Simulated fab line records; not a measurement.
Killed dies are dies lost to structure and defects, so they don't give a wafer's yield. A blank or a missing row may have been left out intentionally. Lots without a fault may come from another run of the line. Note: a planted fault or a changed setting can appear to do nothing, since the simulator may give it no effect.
Which tool did it? / flow n5 finfet / 72 wafers from 24 lots sampled at 6 of the route's 1938 steps

## WHAT THE GAUGES SHOWED, per wafer
N5_BEOL_M12_INSPECT_55: inspects for defects (darkfield).
lot=L074; measured=day 10 21:43; on=defect inspect-01; raw defect count=85 43 40
lot=L075; measured=day 11 04:17; on=defect inspect-02; raw defect count=54 27 39
lot=L076; measured=day 11 13:18; on=defect inspect-02; raw defect count=108 46 59
lot=L077; measured=day 11 14:20; on=defect inspect-02; raw defect count=64 88 47
lot=L078; measured=day 11 15:06; on=defect inspect-02; raw defect count=86 52 98
lot=L079; measured=day 12 10:53; on=defect inspect-02; raw defect count=87 70 43
lot=L080; measured=day 12 21:26; on=defect inspect-01; raw defect count=72 72 96
lot=L081; measured=day 13 00:34; on=defect inspect-02; raw defect count=66 43 62
lot=L083; measured=day 13 03:28; on=defect inspect-02; raw defect count=83 59 79
lot=L082; measured=day 14 00:30; on=defect inspect-01; raw defect count=73 34 59
lot=L085; measured=day 14 13:27; on=defect inspect-02; raw defect count=55 38 65
lot=L084; measured=day 14 22:06; on=defect inspect-02; raw defect count=66 43 33
lot=L088; measured=day 14 23:37; on=defect inspect-01; raw defect count=78 98 91
lot=L087; measured=day 15 00:14; on=defect inspect-01; raw defect count=73 97 116
lot=L089; measured=day 15 00:26; on=defect inspect-02; raw defect count=49 57 54
lot=L090; measured=day 15 00:47; on=defect inspect-01; raw defect count=103 99 92
lot=L086; measured=day 15 01:24; on=defect inspect-02; raw defect count=58 79 96
lot=L092; measured=day 15 22:20; on=defect inspect-01; raw defect count=92 96 123
lot=L091; measured=day 15 22:55; on=defect inspect-01; raw defect count=81 57 61
lot=L093; measured=day 16 05:07; on=defect inspect-01; raw defect count=91 63 45
lot=L094; measured=day 16 20:47; on=defect inspect-02; raw defect count=74 127 85
lot=L095; measured=day 17 01:16; on=defect inspect-02; raw defect count=94 50 37
lot=L097; measured=day 17 08:05; on=defect inspect-02; raw defect count=69 40 64
lot=L096; measured=day 17 11:26; on=defect inspect-01; raw defect count=68 77 53

N5_BEOL_M13_INSPECT_12: inspects for defects (macro).
lot=L074; measured=day 10 22:23; on=defect inspect-01; raw defect count=2 1 4
lot=L075; measured=day 11 04:49; on=defect inspect-02; raw defect count=2 1 2
lot=L076; measured=day 11 13:58; on=defect inspect-01; raw defect count=0 1 4
lot=L077; measured=day 11 14:53; on=defect inspect-02; raw defect count=1 2 2
lot=L078; measured=day 11 15:47; on=defect inspect-02; raw defect count=1 1 1
lot=L079; measured=day 12 11:34; on=defect inspect-01; raw defect count=2 1 3
lot=L080; measured=day 12 21:59; on=defect inspect-02; raw defect count=3 2 2
lot=L081; measured=day 13 01:07; on=defect inspect-02; raw defect count=2 1 4
lot=L083; measured=day 13 04:08; on=defect inspect-01; raw defect count=2 4 3
lot=L082; measured=day 14 01:03; on=defect inspect-01; raw defect count=1 4 4
lot=L085; measured=day 14 14:05; on=defect inspect-02; raw defect count=1 5 2
lot=L084; measured=day 14 22:39; on=defect inspect-02; raw defect count=5 2 3
lot=L088; measured=day 15 00:10; on=defect inspect-01; raw defect count=0 0 5
lot=L087; measured=day 15 00:46; on=defect inspect-02; raw defect count=2 1 0
lot=L089; measured=day 15 01:06; on=defect inspect-01; raw defect count=3 4 3
lot=L090; measured=day 15 01:19; on=defect inspect-02; raw defect count=2 1 0
lot=L086; measured=day 15 02:04; on=defect inspect-01; raw defect count=0 1 2
lot=L092; measured=day 15 23:01; on=defect inspect-02; raw defect count=4 1 0
lot=L091; measured=day 15 23:35; on=defect inspect-01; raw defect count=4 0 2
lot=L093; measured=day 16 05:47; on=defect inspect-01; raw defect count=3 3 2
lot=L094; measured=day 16 21:27; on=defect inspect-02; raw defect count=2 3 2
lot=L095; measured=day 17 01:59; on=defect inspect-01; raw defect count=3 4 3
lot=L097; measured=day 17 08:45; on=defect inspect-01; raw defect count=5 2 1
lot=L096; measured=day 17 11:58; on=defect inspect-02; raw defect count=2 6 2

N5_BEOL_M13_THK_MEAS_50: measures by xrf.
lot=L074; measured=day 11 01:37; on=film metro-02; M13_THK (nm)=418 416 422
lot=L075; measured=day 11 09:12; on=film metro-01; M13_THK (nm)=418 401 416
lot=L076; measured=day 12 01:33; on=film metro-01; M13_THK (nm)=407 401 405
lot=L077; measured=day 12 03:26; on=film metro-01; M13_THK (nm)=412 426 410
lot=L078; measured=day 12 03:33; on=film metro-02; M13_THK (nm)=423 405 424
lot=L079; measured=day 12 16:14; on=film metro-01; M13_THK (nm)=401 410 405
lot=L080; measured=day 13 01:09; on=film metro-01; M13_THK (nm)=416 410 416
lot=L081; measured=day 13 04:29; on=film metro-02; M13_THK (nm)=412 409 413
lot=L083; measured=day 13 09:26; on=film metro-02; M13_THK (nm)=420 430 411
lot=L082; measured=day 14 06:27; on=film metro-01; M13_THK (nm)=422 408 416
lot=L085; measured=day 14 19:57; on=film metro-02; M13_THK (nm)=416 421 422
lot=L084; measured=day 15 06:29; on=film metro-01; M13_THK (nm)=414 415 414
lot=L088; measured=day 15 06:48; on=film metro-02; M13_THK (nm)=416 410 413
lot=L087; measured=day 15 08:41; on=film metro-02; M13_THK (nm)=425 420 425
lot=L089; measured=day 15 08:02; on=film metro-01; M13_THK (nm)=406 424 423
lot=L090; measured=day 15 09:29; on=film metro-01; M13_THK (nm)=410 410 411
lot=L086; measured=day 15 08:23; on=film metro-01; M13_THK (nm)=411 421 410
lot=L092; measured=day 16 07:22; on=film metro-01; M13_THK (nm)=407 406 422
lot=L091; measured=day 16 07:39; on=film metro-01; M13_THK (nm)=415 416 412
lot=L093; measured=day 16 11:10; on=film metro-01; M13_THK (nm)=406 407 401
lot=L094; measured=day 17 02:04; on=film metro-02; M13_THK (nm)=407 413 405
lot=L095; measured=day 17 05:55; on=film metro-02; M13_THK (nm)=404 408 402
lot=L097; measured=day 17 13:31; on=film metro-02; M13_THK (nm)=408 409 421
lot=L096; measured=day 17 15:34; on=film metro-02; M13_THK (nm)=415 421 428

## WHICH TOOL RAN EACH LOT (tool, then ch and the chambers of the sampled wafers, then the start)
lot=L074; N5_BEOL_M12_SPUTTER_45=pvd sputter-03, day 10 20:28; N5_BEOL_M13_DESCUM_33=rie diel-02 ch 1,3, day 10 23:22; N5_BEOL_M13_STRIP_37=plasma asher-02 ch 0,1, day 10 23:59
lot=L075; N5_BEOL_M12_SPUTTER_45=pvd sputter-01, day 11 03:16; N5_BEOL_M13_DESCUM_33=rie diel-04 ch 0,1,2, day 11 06:27; N5_BEOL_M13_STRIP_37=plasma asher-01 ch 0,1, day 11 07:05
lot=L076; N5_BEOL_M12_SPUTTER_45=pvd sputter-02, day 11 12:17; N5_BEOL_M13_DESCUM_33=rie diel-04 ch 0,2, day 11 15:13; N5_BEOL_M13_STRIP_37=plasma asher-02 ch 0,1, day 11 15:50
lot=L077; N5_BEOL_M12_SPUTTER_45=pvd sputter-02, day 11 13:20; N5_BEOL_M13_DESCUM_33=rie diel-02 ch 1,2, day 11 16:03; N5_BEOL_M13_STRIP_37=plasma asher-01 ch 0,1, day 11 16:40
lot=L078; N5_BEOL_M12_SPUTTER_45=pvd sputter-02, day 11 14:05; N5_BEOL_M13_DESCUM_33=rie diel-02 ch 0,2, day 11 16:46; N5_BEOL_M13_STRIP_37=plasma asher-01 ch 1, day 11 17:23
lot=L079; N5_BEOL_M12_SPUTTER_45=pvd sputter-01, day 12 09:47; N5_BEOL_M13_DESCUM_33=rie diel-04 ch 0,2,3, day 12 12:40; N5_BEOL_M13_STRIP_37=plasma asher-01 ch 0, day 12 13:17
lot=L080; N5_BEOL_M12_SPUTTER_45=pvd sputter-03, day 12 20:26; N5_BEOL_M13_DESCUM_33=rie diel-06 ch 1,2,3, day 12 23:05; N5_BEOL_M13_STRIP_37=plasma asher-01 ch 0,1, day 12 23:43
lot=L081; N5_BEOL_M12_SPUTTER_45=pvd sputter-02, day 12 23:33; N5_BEOL_M13_DESCUM_33=rie diel-04 ch 0,1,3, day 13 02:20; N5_BEOL_M13_STRIP_37=plasma asher-01 ch 0,1, day 13 02:58
lot=L083; N5_BEOL_M12_SPUTTER_45=pvd sputter-01, day 13 02:26; N5_BEOL_M13_DESCUM_33=rie diel-02 ch 0,1,2, day 13 05:41; N5_BEOL_M13_STRIP_37=plasma asher-02 ch 0,1, day 13 06:18
lot=L082; N5_BEOL_M12_SPUTTER_45=pvd sputter-02, day 13 23:29; N5_BEOL_M13_DESCUM_33=rie diel-06 ch 0,2,3, day 14 02:26; N5_BEOL_M13_STRIP_37=plasma asher-02 ch 0,1, day 14 03:04
lot=L085; N5_BEOL_M12_SPUTTER_45=pvd sputter-01, day 14 12:26; N5_BEOL_M13_DESCUM_33=rie diel-02 ch 1,2,3, day 14 15:11; N5_BEOL_M13_STRIP_37=plasma asher-02 ch 0,1, day 14 15:48
lot=L084; N5_BEOL_M12_SPUTTER_45=pvd sputter-01, day 14 20:36; N5_BEOL_M13_DESCUM_33=rie diel-02 ch 1,2,3, day 14 23:53; N5_BEOL_M13_STRIP_37=plasma asher-01 ch 0,1, day 15 00:29
lot=L088; N5_BEOL_M12_SPUTTER_45=pvd sputter-02, day 14 22:36; N5_BEOL_M13_DESCUM_33=rie diel-02 ch 1,2,3, day 15 01:18; N5_BEOL_M13_STRIP_37=plasma asher-01 ch 0,1, day 15 01:56
lot=L087; N5_BEOL_M12_SPUTTER_45=pvd sputter-03, day 14 23:01; N5_BEOL_M13_DESCUM_33=rie diel-06 ch 1,2, day 15 01:46; N5_BEOL_M13_STRIP_37=plasma asher-02 ch 0,1, day 15 02:23
lot=L089; N5_BEOL_M12_SPUTTER_45=pvd sputter-02, day 14 23:22; N5_BEOL_M13_DESCUM_33=rie diel-06 ch 1,3, day 15 02:19; N5_BEOL_M13_STRIP_37=plasma asher-02 ch 0,1, day 15 02:55
lot=L090; N5_BEOL_M12_SPUTTER_45=pvd sputter-02, day 14 23:46; N5_BEOL_M13_DESCUM_33=rie diel-04 ch 1,2, day 15 02:26; N5_BEOL_M13_STRIP_37=plasma asher-02 ch 0,1, day 15 03:02
lot=L086; N5_BEOL_M12_SPUTTER_45=pvd sputter-03, day 15 00:24; N5_BEOL_M13_DESCUM_33=rie diel-02 ch 0,3, day 15 03:03; N5_BEOL_M13_STRIP_37=plasma asher-02 ch 0,1, day 15 03:40
lot=L092; N5_BEOL_M12_SPUTTER_45=pvd sputter-01, day 15 21:20; N5_BEOL_M13_DESCUM_33=rie diel-02 ch 0,2,3, day 16 00:07; N5_BEOL_M13_STRIP_37=plasma asher-01 ch 0,1, day 16 00:44
lot=L091; N5_BEOL_M12_SPUTTER_45=pvd sputter-02, day 15 21:53; N5_BEOL_M13_DESCUM_33=rie diel-04 ch 2,3, day 16 00:41; N5_BEOL_M13_STRIP_37=plasma asher-01 ch 0,1, day 16 01:18
lot=L093; N5_BEOL_M12_SPUTTER_45=pvd sputter-03, day 16 04:07; N5_BEOL_M13_DESCUM_33=rie diel-04 ch 0,2, day 16 07:43; N5_BEOL_M13_STRIP_37=plasma asher-01 ch 0,1, day 16 08:21
lot=L094; N5_BEOL_M12_SPUTTER_45=pvd sputter-02, day 16 19:37; N5_BEOL_M13_DESCUM_33=rie diel-04 ch 1,2,3, day 16 22:35; N5_BEOL_M13_STRIP_37=plasma asher-02 ch 0,1, day 16 23:13
lot=L095; N5_BEOL_M12_SPUTTER_45=pvd sputter-03, day 17 00:05; N5_BEOL_M13_DESCUM_33=rie diel-02 ch 2,3, day 17 03:02; N5_BEOL_M13_STRIP_37=plasma asher-01 ch 0,1, day 17 03:40
lot=L097; N5_BEOL_M12_SPUTTER_45=pvd sputter-02, day 17 07:03; N5_BEOL_M13_DESCUM_33=rie diel-02 ch 0,2,3, day 17 09:44; N5_BEOL_M13_STRIP_37=plasma asher-01 ch 0,1, day 17 10:20
lot=L096; N5_BEOL_M12_SPUTTER_45=pvd sputter-03, day 17 09:39; N5_BEOL_M13_DESCUM_33=rie diel-06 ch 0,1,3, day 17 13:11; N5_BEOL_M13_STRIP_37=plasma asher-01 ch 0,1, day 17 13:48
- N5_BEOL_M12_SPUTTER_45: material Cu, target thk 80 nm, time 13.33 s.
- N5_BEOL_M13_DESCUM_33: chemistry O2, time 7.9 s.
- N5_BEOL_M13_STRIP_37: strips in N2/H2.

## AS READ BY THE TOOLS THEMSELVES (means over the sampled wafers that have a number; for cases with no such wafer, the mark the record gives instead)
N5_BEOL_M12_SPUTTER_45.
lot=L074; tool=pvd sputter-03; chamber pressure pa (Pa)=0.13; susceptor temp C (C)=-20.05; throttle valve pct (%)=30.0
lot=L075; tool=pvd sputter-01; chamber pressure pa (Pa)=0.13; susceptor temp C (C)=-20.06; throttle valve pct (%)=30.1
lot=L076; tool=pvd sputter-02; chamber pressure pa (Pa)=0.13; susceptor temp C (C)=-19.95; throttle valve pct (%)=29.7
lot=L077; tool=pvd sputter-02; chamber pressure pa (Pa)=0.13; susceptor temp C (C)=-20.00; throttle valve pct (%)=28.9
lot=L078; tool=pvd sputter-02; chamber pressure pa (Pa)=0.13; susceptor temp C (C)=-20.03; throttle valve pct (%)=29.9
lot=L079; tool=pvd sputter-01; chamber pressure pa (Pa)=0.13; susceptor temp C (C)=-20.04; throttle valve pct (%)=29.6
lot=L080; tool=pvd sputter-03; chamber pressure pa (Pa)=0.13; susceptor temp C (C)=-19.99; throttle valve pct (%)=28.9
lot=L081; tool=pvd sputter-02; chamber pressure pa (Pa)=0.13; susceptor temp C (C)=-19.94; throttle valve pct (%)=29.3
lot=L083; tool=pvd sputter-01; chamber pressure pa (Pa)=0.13; susceptor temp C (C)=-19.90; throttle valve pct (%)=30.3
lot=L082; tool=pvd sputter-02; chamber pressure pa (Pa)=0.13; susceptor temp C (C)=-19.90; throttle valve pct (%)=29.3
lot=L085; tool=pvd sputter-01; chamber pressure pa (Pa)=0.13; susceptor temp C (C)=-20.01; throttle valve pct (%)=30.2
lot=L084; tool=pvd sputter-01; chamber pressure pa (Pa)=0.13; susceptor temp C (C)=-19.98; throttle valve pct (%)=29.7
lot=L088; tool=pvd sputter-02; chamber pressure pa (Pa)=0.13; susceptor temp C (C)=-19.91; throttle valve pct (%)=29.9
lot=L087; tool=pvd sputter-03; chamber pressure pa (Pa)=0.13; susceptor temp C (C)=-20.10; throttle valve pct (%)=28.6
lot=L089; tool=pvd sputter-02; chamber pressure pa (Pa)=0.13; susceptor temp C (C)=-19.96; throttle valve pct (%)=29.4
lot=L090; tool=pvd sputter-02; chamber pressure pa (Pa)=0.13; susceptor temp C (C)=-20.04; throttle valve pct (%)=30.0
lot=L086; tool=pvd sputter-03; chamber pressure pa (Pa)=0.13; susceptor temp C (C)=-19.92; throttle valve pct (%)=29.7
lot=L092; tool=pvd sputter-01; chamber pressure pa (Pa)=0.13; susceptor temp C (C)=-20.02; throttle valve pct (%)=30.2
lot=L091; tool=pvd sputter-02; chamber pressure pa (Pa)=0.13; susceptor temp C (C)=-20.08; throttle valve pct (%)=29.2
lot=L093; tool=pvd sputter-03; chamber pressure pa (Pa)=0.13; susceptor temp C (C)=-20.02; throttle valve pct (%)=30.8
lot=L094; tool=pvd sputter-02; chamber pressure pa (Pa)=0.13; susceptor temp C (C)=-19.96; throttle valve pct (%)=29.1
lot=L095; tool=pvd sputter-03; chamber pressure pa (Pa)=0.13; susceptor temp C (C)=-20.01; throttle valve pct (%)=29.7
lot=L097; tool=pvd sputter-02; chamber pressure pa (Pa)=0.13; susceptor temp C (C)=-19.92; throttle valve pct (%)=30.1
lot=L096; tool=pvd sputter-03; chamber pressure pa (Pa)=0.13; susceptor temp C (C)=-20.02; throttle valve pct (%)=29.9

N5_BEOL_M13_DESCUM_33.
lot=L074; tool=rie diel-02; drypump motor current A (A)=5.8; oes product au (a.u.)=0.81; rf vpp V (V)=244.9; showerhead plenum p Torr (Torr)=2.19; throttle valve pct (%)=20.79
lot=L075; tool=rie diel-04; drypump motor current A (A)=5.4; oes product au (a.u.)=0.73; rf vpp V (V)=242.9; showerhead plenum p Torr (Torr)=2.04; throttle valve pct (%)=20.57
lot=L076; tool=rie diel-04; drypump motor current A (A)=5.7; oes product au (a.u.)=0.74; rf vpp V (V)=242.3; showerhead plenum p Torr (Torr)=2.02; throttle valve pct (%)=20.49
lot=L077; tool=rie diel-02; drypump motor current A (A)=5.9; oes product au (a.u.)=0.82; rf vpp V (V)=242.8; showerhead plenum p Torr (Torr)=2.07; throttle valve pct (%)=20.38
lot=L078; tool=rie diel-02; drypump motor current A (A)=5.1; oes product au (a.u.)=0.97; rf vpp V (V)=243.1; showerhead plenum p Torr (Torr)=2.06; throttle valve pct (%)=20.36
lot=L079; tool=rie diel-04; drypump motor current A (A)=5.6; oes product au (a.u.)=0.73; rf vpp V (V)=242.8; showerhead plenum p Torr (Torr)=2.08; throttle valve pct (%)=20.56
lot=L080; tool=rie diel-06; drypump motor current A (A)=5.5; oes product au (a.u.)=0.80; rf vpp V (V)=243.7; showerhead plenum p Torr (Torr)=2.11; throttle valve pct (%)=20.42
lot=L081; tool=rie diel-04; drypump motor current A (A)=5.4; oes product au (a.u.)=0.82; rf vpp V (V)=242.7; showerhead plenum p Torr (Torr)=2.10; throttle valve pct (%)=20.48
lot=L083; tool=rie diel-02; drypump motor current A (A)=5.5; oes product au (a.u.)=0.85; rf vpp V (V)=242.4; showerhead plenum p Torr (Torr)=2.07; throttle valve pct (%)=20.49
lot=L082; tool=rie diel-06; drypump motor current A (A)=5.6; oes product au (a.u.)=0.76; rf vpp V (V)=243.7; showerhead plenum p Torr (Torr)=2.15; throttle valve pct (%)=20.38
lot=L085; tool=rie diel-02; drypump motor current A (A)=5.8; oes product au (a.u.)=0.79; rf vpp V (V)=243.2; showerhead plenum p Torr (Torr)=2.12; throttle valve pct (%)=20.63
lot=L084; tool=rie diel-02; drypump motor current A (A)=5.8; oes product au (a.u.)=0.79; rf vpp V (V)=242.6; showerhead plenum p Torr (Torr)=2.12; throttle valve pct (%)=20.63
lot=L088; tool=rie diel-02; drypump motor current A (A)=5.8; oes product au (a.u.)=0.78; rf vpp V (V)=243.7; showerhead plenum p Torr (Torr)=2.12; throttle valve pct (%)=20.62
lot=L087; tool=rie diel-06; drypump motor current A (A)=5.6; oes product au (a.u.)=0.78; rf vpp V (V)=241.9; showerhead plenum p Torr (Torr)=2.04; throttle valve pct (%)=20.64
lot=L089; tool=rie diel-06; drypump motor current A (A)=5.3; oes product au (a.u.)=0.81; rf vpp V (V)=242.7; showerhead plenum p Torr (Torr)=2.08; throttle valve pct (%)=20.49
lot=L090; tool=rie diel-04; drypump motor current A (A)=5.5; oes product au (a.u.)=0.76; rf vpp V (V)=242.0; showerhead plenum p Torr (Torr)=2.01; throttle valve pct (%)=20.43
lot=L086; tool=rie diel-02; drypump motor current A (A)=5.4; oes product au (a.u.)=0.85; rf vpp V (V)=243.6; showerhead plenum p Torr (Torr)=2.17; throttle valve pct (%)=20.73
lot=L092; tool=rie diel-02; drypump motor current A (A)=5.4; oes product au (a.u.)=0.84; rf vpp V (V)=243.1; showerhead plenum p Torr (Torr)=2.11; throttle valve pct (%)=20.52
lot=L091; tool=rie diel-04; drypump motor current A (A)=5.5; oes product au (a.u.)=0.68; rf vpp V (V)=243.2; showerhead plenum p Torr (Torr)=2.11; throttle valve pct (%)=20.63
lot=L093; tool=rie diel-04; drypump motor current A (A)=5.7; oes product au (a.u.)=0.71; rf vpp V (V)=242.0; showerhead plenum p Torr (Torr)=2.01; throttle valve pct (%)=20.54
lot=L094; tool=rie diel-04; drypump motor current A (A)=5.4; oes product au (a.u.)=0.85; rf vpp V (V)=242.5; showerhead plenum p Torr (Torr)=2.07; throttle valve pct (%)=20.45
lot=L095; tool=rie diel-02; drypump motor current A (A)=5.8; oes product au (a.u.)=0.82; rf vpp V (V)=243.3; showerhead plenum p Torr (Torr)=2.10; throttle valve pct (%)=20.44
lot=L097; tool=rie diel-02; drypump motor current A (A)=5.4; oes product au (a.u.)=0.83; rf vpp V (V)=243.0; showerhead plenum p Torr (Torr)=2.10; throttle valve pct (%)=20.53
lot=L096; tool=rie diel-06; drypump motor current A (A)=5.4; oes product au (a.u.)=0.77; rf vpp V (V)=243.7; showerhead plenum p Torr (Torr)=2.12; throttle valve pct (%)=20.47

N5_BEOL_M13_STRIP_37.
lot=L074; tool=plasma asher-02; drypump motor current A (A)=4.9; heater power w (W)=379; oes product au (a.u.)=0.776
lot=L075; tool=plasma asher-01; drypump motor current A (A)=5.7; heater power w (W)=314; oes product au (a.u.)=0.772
lot=L076; tool=plasma asher-02; drypump motor current A (A)=5.0; heater power w (W)=381; oes product au (a.u.)=0.791
lot=L077; tool=plasma asher-01; drypump motor current A (A)=5.7; heater power w (W)=322; oes product au (a.u.)=0.784
lot=L078; tool=plasma asher-01; drypump motor current A (A)=5.6; heater power w (W)=307; oes product au (a.u.)=0.788
lot=L079; tool=plasma asher-01; drypump motor current A (A)=5.7; heater power w (W)=337; oes product au (a.u.)=0.796
lot=L080; tool=plasma asher-01; drypump motor current A (A)=5.7; heater power w (W)=325; oes product au (a.u.)=0.783
lot=L081; tool=plasma asher-01; drypump motor current A (A)=5.7; heater power w (W)=328; oes product au (a.u.)=0.792
lot=L083; tool=plasma asher-02; drypump motor current A (A)=5.0; heater power w (W)=382; oes product au (a.u.)=0.787
lot=L082; tool=plasma asher-02; drypump motor current A (A)=5.0; heater power w (W)=377; oes product au (a.u.)=0.784
lot=L085; tool=plasma asher-02; drypump motor current A (A)=5.0; heater power w (W)=371; oes product au (a.u.)=0.772
lot=L084; tool=plasma asher-01; drypump motor current A (A)=5.7; heater power w (W)=326; oes product au (a.u.)=0.796
lot=L088; tool=plasma asher-01; drypump motor current A (A)=5.7; heater power w (W)=313; oes product au (a.u.)=0.783
lot=L087; tool=plasma asher-02; drypump motor current A (A)=5.0; heater power w (W)=377; oes product au (a.u.)=0.778
lot=L089; tool=plasma asher-02; drypump motor current A (A)=4.9; heater power w (W)=378; oes product au (a.u.)=0.787
lot=L090; tool=plasma asher-02; drypump motor current A (A)=5.0; heater power w (W)=381; oes product au (a.u.)=0.779
lot=L086; tool=plasma asher-02; drypump motor current A (A)=4.9; heater power w (W)=379; oes product au (a.u.)=0.791
lot=L092; tool=plasma asher-01; drypump motor current A (A)=5.7; heater power w (W)=317; oes product au (a.u.)=0.779
lot=L091; tool=plasma asher-01; drypump motor current A (A)=5.7; heater power w (W)=325; oes product au (a.u.)=0.787
lot=L093; tool=plasma asher-01; drypump motor current A (A)=5.7; heater power w (W)=315; oes product au (a.u.)=0.787
lot=L094; tool=plasma asher-02; drypump motor current A (A)=4.9; heater power w (W)=373; oes product au (a.u.)=0.778
lot=L095; tool=plasma asher-01; drypump motor current A (A)=5.7; heater power w (W)=322; oes product au (a.u.)=0.780
lot=L097; tool=plasma asher-01; drypump motor current A (A)=5.7; heater power w (W)=327; oes product au (a.u.)=0.783
lot=L096; tool=plasma asher-01; drypump motor current A (A)=5.6; heater power w (W)=320; oes product au (a.u.)=0.774

## THE ANSWER, worked out from the rows above alone
Rule: usual is defined by the lots themselves. The widest of any qualifying gaps counts: lots, ordered by their means at a reading, are off when they make up no more than a third of the lots, leave a main group of 4 or more, and stand apart from it by 3 or more times the standard deviation of that group's means. A main group whose means are all the same, to the digits that the tables above print for the reading, isn't used. A lot without any number at a reading at which 4 lots or more have one is off too. All remaining lots with rows at the step are treated as sound. After the gauges, taken in route order, come the tools' own readings; for these a lot's mean is taken, as printed above. At the first step where some lot is off, the reading lying furthest off is the one used; lots without a number count as furthest.
None of the lots is off at any reading shown; this tells nothing.

## WHAT THE SIMULATOR HAD INSERTED
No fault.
